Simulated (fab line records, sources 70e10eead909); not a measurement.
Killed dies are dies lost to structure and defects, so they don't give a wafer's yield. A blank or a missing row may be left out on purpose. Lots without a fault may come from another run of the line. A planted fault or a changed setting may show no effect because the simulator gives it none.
Which tool did it? | flow nand_harc | 12 lots, 36 wafers sampled, at 5 steps of a route of 1159

WHAT THE GAUGES READ, wafer by wafer
NHARC_A_BONDPAD_THK_MEAS_20: measures by xrf. Usual: thk_nm 169.5 nm, standard deviation 1.4.
lot  | measured     | on            | thk_nm (nm)       | flag
L447 | day 18 12:13 | film_metro-02 | 170.2 169.5 172.0 |
L446 | day 18 15:07 | film_metro-02 | 169.4 171.1 171.0 |
L451 | day 19 02:20 | film_metro-01 | 170.6 169.6 168.7 |
L452 | day 19 05:56 | film_metro-01 | 168.0 171.4 171.3 |
L449 | day 19 15:53 | film_metro-01 | 170.7 170.2 171.5 |
L450 | day 19 20:04 | film_metro-01 | 169.0 170.3 170.8 |
L455 | day 20 08:41 | film_metro-02 | 168.5 168.4 169.3 |
L456 | day 20 22:37 | film_metro-01 | 170.6 167.9 169.3 |
L461 | day 22 17:37 | film_metro-01 | 168.3 171.9 170.6 |
L463 | day 22 19:40 | film_metro-01 | 166.4 169.7 168.3 |
L465 | day 22 21:20 | film_metro-01 | 168.5 171.6 168.0 |
L469 | day 24 00:49 | film_metro-01 | 168.8 169.0 167.7 |

NHARC_END_SORT_01. Usual: defect_limited_yield 95.3 %, standard deviation 1.7; killed_at_array 28, standard deviation 11; killed_at_other 0.5, standard deviation 0.85; killed_at_periphery 2.7, standard deviation 1.9; killed_dies 32, standard deviation 12; killed_open 3.3, standard deviation 1.6; killed_short 2.1, standard deviation 1.5; sort_bin_2_pct 1.5 %, standard deviation 0.71; sort_bin_3_pct 0.25 %, standard deviation 0.23; sort_bin_4_pct 3.0 %, standard deviation 1.1; sort_n_pass 645, standard deviation 12; sort_rim_yield_pct 95 %, standard deviation 3.1; sort_yield_pct 95.3 %, standard deviation 1.7.
lot  | measured     | on        | defect_limited_yield (%) | killed_at_array | killed_at_other | killed_at_periphery | killed_dies | killed_open | killed_short | sort_bin_2_pct (%) | sort_bin_3_pct (%) | sort_bin_4_pct (%) | sort_n_pass | sort_rim_yield_pct (%) | sort_yield_pct (%) | flag
L461 | day 24 04:15 | prober-01 | 96.9 87.3 96.9           | 16 85 18        | 3 0 0           | 2 1 3               | 21 86 21    | 2 2 5       | 3 1 3        | 0.4 4.0 1.0        | 0 3.84 0.15        | 2.7 4.9 1.9        | 656 591 656 | 98 86 98               | 96.9 87.3 96.9     | OFF
L463 | day 24 04:55 | prober-02 | 85.8 95.3 85.4           | 92 31 96        | 1 0 0           | 3 1 3               | 96 32 99    | 2 4 4       | 0 3 1        | 4.9 1.6 5.5        | 4.14 0.15 3.99     | 5.2 3.0 5.2        | 581 645 578 | 83 99 87               | 85.8 95.3 85.4     | OFF

WHICH TOOL RAN EACH LOT (tool, then ch and the chambers of the sampled wafers, then the start)
lot  | NHARC_A_M0_PVD_20            | NHARC_A_BONDPAD_ETCH_24                       | NHARC_A_BONDPAD_PVD_27
L447 | pvd_sputter-03, day 18 00:59 | rie_diel-09 ch 0,2,3, day 18 10:14            | pvd_sputter-01, day 18 12:13 or earlier
L446 | pvd_sputter-02, day 18 04:58 | rie_diel-09 ch 0,1,3, day 18 15:07 or earlier | pvd_sputter-03, day 18 15:07 or earlier
L451 | pvd_sputter-01, day 18 15:38 | rie_diel-03 ch 0,1,3, day 19 02:20 or earlier | pvd_sputter-03, day 19 02:20 or earlier
L452 | pvd_sputter-03, day 18 19:40 | rie_diel-13 ch 0,2,3, day 19 05:56 or earlier | pvd_sputter-02, day 19 05:56 or earlier
L449 | pvd_sputter-01, day 19 05:23 | rie_diel-13 ch 0,3, day 19 15:53 or earlier   | pvd_sputter-03, day 19 15:53 or earlier
L450 | pvd_sputter-02, day 19 09:46 | rie_diel-13 ch 0,1,2, day 19 20:04 or earlier | pvd_sputter-02, day 19 20:04 or earlier
L455 | pvd_sputter-02, day 19 22:32 | rie_diel-09 ch 0,1, day 20 08:41 or earlier   | pvd_sputter-01, day 20 08:41 or earlier
L456 | pvd_sputter-03, day 20 12:23 | rie_diel-13 ch 1,2, day 20 22:37 or earlier   | pvd_sputter-02, day 20 22:37 or earlier
L461 | pvd_sputter-02, day 22 06:19 | rie_diel-09 ch 0,1,2, day 22 17:37 or earlier | pvd_sputter-03, day 22 17:37 or earlier
L463 | pvd_sputter-02, day 22 09:24 | rie_diel-09 ch 1,2,3, day 22 19:40 or earlier | pvd_sputter-03, day 22 19:40 or earlier
L465 | pvd_sputter-03, day 22 10:17 | rie_diel-03 ch 0,1,3, day 22 21:20 or earlier | pvd_sputter-03, day 22 21:20 or earlier
L469 | pvd_sputter-01, day 23 14:34 | rie_diel-13 ch 1,2, day 23 22:58              | pvd_sputter-03, day 24 00:49 or earlier
- NHARC_A_M0_PVD_20: deposits TaN, target thk 5 nm, time 8.06 s.
- NHARC_A_BONDPAD_ETCH_24: etches the open film in CF4/N2, target depth 30 nm, time 72.99 s.
- NHARC_A_BONDPAD_PVD_27: deposits Cu, target thk 30 nm, time 20.49 s.

WHAT THE TOOLS THEMSELVES READ (means of the sampled wafers that have a number; where no wafer has one, the mark that the record gives instead)
NHARC_A_M0_PVD_20. Usual: throttle_valve_pct 30.0 %, standard deviation 0.73.
lot  | tool           | throttle_valve_pct (%) | flag
L447 | pvd_sputter-03 | 29.6                   |
L446 | pvd_sputter-02 | 30.2                   |
L451 | pvd_sputter-01 | 30.4                   |
L452 | pvd_sputter-03 | 29.9                   |
L449 | pvd_sputter-01 | 30.3                   |
L450 | pvd_sputter-02 | 29.8                   |
L455 | pvd_sputter-02 | 30.5                   |
L456 | pvd_sputter-03 | 30.6                   |
L461 | pvd_sputter-02 | 29.8                   |
L463 | pvd_sputter-02 | 30.3                   |
L465 | pvd_sputter-03 | 30.5                   |
L469 | pvd_sputter-01 | 30.5                   |

NHARC_A_BONDPAD_ETCH_24. Usual: drypump_motor_current_A 5.68 A, standard deviation 0.27; mfc_ar_sccm 150.0 sccm, standard deviation 0.44; oes_product_au 1.001 a.u., standard deviation 0.0079; rf_vpp_V 313.8 V, standard deviation 1.9; showerhead_plenum_p_Torr 2.59 Torr, standard deviation 0.096; throttle_valve_pct 19.794 %, standard deviation 0.0084.
lot  | tool        | drypump_motor_current_A (A) | mfc_ar_sccm (sccm) | oes_product_au (a.u.) | rf_vpp_V (V) | showerhead_plenum_p_Torr (Torr) | throttle_valve_pct (%) | flag
L447 | rie_diel-09 | 5.96                        | 149.5              | 1.001                 | 312.7        | 2.53                            | 19.785                 |
L446 | rie_diel-09 | 5.79                        | 149.8              | 1.007                 | 312.4        | 2.54                            | 19.793                 |
L451 | rie_diel-03 | 5.76                        | 149.6              | 0.994                 | 313.7        | 2.57                            | 19.794                 |
L452 | rie_diel-13 | 5.70                        | 150.2              | 1.001                 | 314.0        | 2.63                            | 19.796                 |
L449 | rie_diel-13 | 5.68                        | 149.9              | 1.000                 | 314.7        | 2.64                            | 19.791                 |
L450 | rie_diel-13 | 5.47                        | 150.1              | 1.006                 | 314.3        | 2.58                            | 19.796                 |
L455 | rie_diel-09 | 5.67                        | 150.1              | 0.995                 | 312.1        | 2.49                            | 19.790                 |
L456 | rie_diel-13 | 5.49                        | 150.1              | 1.005                 | 313.0        | 2.56                            | 19.802                 |
L461 | rie_diel-09 | 5.76                        | 149.7              | 0.993                 | 313.2        | 2.60                            | 19.800                 |
L463 | rie_diel-09 | 5.87                        | 150.0              | 1.001                 | 314.2        | 2.65                            | 19.799                 |
L465 | rie_diel-03 | 5.75                        | 150.5              | 1.003                 | 314.3        | 2.56                            | 19.792                 |
L469 | rie_diel-13 | 5.50                        | 150.3              | 1.007                 | 313.8        | 2.56                            | 19.786                 |

NHARC_A_BONDPAD_PVD_27. Usual: throttle_valve_pct 30.1 %, standard deviation 0.76.
lot  | tool           | throttle_valve_pct (%) | flag
L447 | pvd_sputter-01 | 29.6                   |
L446 | pvd_sputter-03 | 29.8                   |
L451 | pvd_sputter-03 | 30.1                   |
L452 | pvd_sputter-02 | 30.0                   |
L449 | pvd_sputter-03 | 29.9                   |
L450 | pvd_sputter-02 | 29.9                   |
L455 | pvd_sputter-01 | 30.5                   |
L456 | pvd_sputter-02 | 29.9                   |
L461 | pvd_sputter-03 | 30.8                   |
L463 | pvd_sputter-03 | 30.4                   |
L465 | pvd_sputter-03 | 30.3                   |
L469 | pvd_sputter-03 | 30.3                   |

THE ANSWER, worked out from the rows above alone
Rule: a lot is off if the mean of its wafers that have a number lies more than 3 standard deviations from the usual mean. A lot without any number at a reading at which 4 lots or more have one is off too. The other lots that the step has rows for count as sound. The gauges are gone through in route order, then the tools' own readings, and for those a lot's mean is taken as printed above. The first step at which some lot is off is used, and at that step the reading that is off furthest; a lot without a number counts as furthest.
Off: L461, L463, at NHARC_END_SORT_01 (sort_bin_3_pct). Neither off nor sound, because the step has no rows for them: L447, L446, L451, L452, L449, L450, L455, L456, L465, L469.
A tool fits if, at a process step before that reading, it ran every lot that is off, and no sound lot after the first of them. The gauges at NHARC_END_SORT_01 are tried like those tools. NHARC_A_BONDPAD_ETCH_24 gives no start for some lots, so the hours and the order of its lots are those of NHARC_A_BONDPAD_THK_MEAS_20. NHARC_A_BONDPAD_PVD_27 gives no start for some lots, so the hours and the order of its lots are those of NHARC_A_BONDPAD_THK_MEAS_20. Can't be told from this: 3 tools fit, pvd_sputter-02 at NHARC_A_M0_PVD_20, rie_diel-09 at NHARC_A_BONDPAD_ETCH_24, pvd_sputter-03 at NHARC_A_BONDPAD_PVD_27.

WHAT THE SIMULATOR HAD PUT IN
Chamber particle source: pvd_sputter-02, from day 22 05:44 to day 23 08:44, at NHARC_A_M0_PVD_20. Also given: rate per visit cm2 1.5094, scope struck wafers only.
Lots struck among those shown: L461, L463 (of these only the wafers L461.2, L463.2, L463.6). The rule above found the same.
